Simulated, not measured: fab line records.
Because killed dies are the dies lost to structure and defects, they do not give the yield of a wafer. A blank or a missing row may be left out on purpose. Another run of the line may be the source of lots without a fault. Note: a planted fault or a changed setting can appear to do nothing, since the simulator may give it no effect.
Which tool is to blame? + flow nand_harc + Sampling: 6 lots, 16 wafers, 4 of 1302 route steps

== WHAT EACH GAUGE READ, for each wafer ==
NHARC_HYBRID_BOND_OVL_MEAS_05.
| lot  | measured     | on         | overlay_y_nm (nm) |
|------|--------------|------------|-------------------|
| L789 | day 24 10:49 | overlay-01 | 17 18 42          |
| L797 | day 26 08:04 | overlay-01 | 31 30 -24         |
| L796 | day 26 18:25 | overlay-02 | -17 51 -16        |
| L801 | day 28 16:17 | overlay-01 | -3                |
| L808 | day 31 11:14 | overlay-02 | -41 -12 73        |
| L810 | day 32 09:52 | overlay-02 | 17 -45 72         |

== EACH LOT AND THE TOOL THAT RAN IT (in order: tool; ch and the chambers of the sampled wafers; start) ==
| lot  | NHARC_A_BONDPAD_PVD_17                  | NHARC_A_BONDPAD_PVD_27                  | NHARC_HYBRID_BOND_ACTIVATE_00      |
|------|-----------------------------------------|-----------------------------------------|------------------------------------|
| L789 | pvd_sputter-03, day 24 03:12 or earlier | pvd_sputter-03, day 24 03:12 or earlier | rie_diel-07 ch 0,1, day 24 03:12   |
| L797 | pvd_sputter-03, day 26 00:06 or earlier | pvd_sputter-03, day 26 00:06 or earlier | rie_diel-09 ch 0,2, day 26 00:06   |
| L796 | pvd_sputter-01, day 26 09:01 or earlier | pvd_sputter-01, day 26 09:01 or earlier | rie_diel-03 ch 0,2,3, day 26 09:01 |
| L801 | pvd_sputter-01, day 28 06:54 or earlier | pvd_sputter-01, day 28 06:54 or earlier | rie_diel-09 ch 2, day 28 06:54     |
| L808 | pvd_sputter-02, day 31 01:47 or earlier | pvd_sputter-02, day 31 01:47 or earlier | rie_diel-07 ch 1,2,3, day 31 01:47 |
| L810 | pvd_sputter-03, day 31 20:14 or earlier | pvd_sputter-03, day 31 20:14 or earlier | rie_diel-09 ch 0,3, day 31 20:14   |
- NHARC_A_BONDPAD_PVD_17: deposits TaN, target thk 5 nm, time 8.06 s.
- NHARC_A_BONDPAD_PVD_27: deposits Cu, target thk 30 nm, time 20.49 s.
- NHARC_HYBRID_BOND_ACTIVATE_00: chemistry N2, time 60 s.

== THE ANSWER, worked out from the rows above alone ==
Rule: the lots themselves supply what counts as usual. Put in order of their means at a reading, lots are off if they are a third of the lots or fewer, leave a main group of 4 or more, and stand apart from it by a gap of 3 or more times the standard deviation of the main group's means; of several such gaps the widest counts. The tables above print the reading to a certain number of digits; a main group whose means all agree to those digits is not used. Also off: a lot with no number at a reading for which 4 or more lots have one. All remaining lots with rows at the step are treated as sound.
Across all readings shown, no lot is off: no conclusion can be drawn from this.

== WHAT THE SIMULATOR PUT IN ==
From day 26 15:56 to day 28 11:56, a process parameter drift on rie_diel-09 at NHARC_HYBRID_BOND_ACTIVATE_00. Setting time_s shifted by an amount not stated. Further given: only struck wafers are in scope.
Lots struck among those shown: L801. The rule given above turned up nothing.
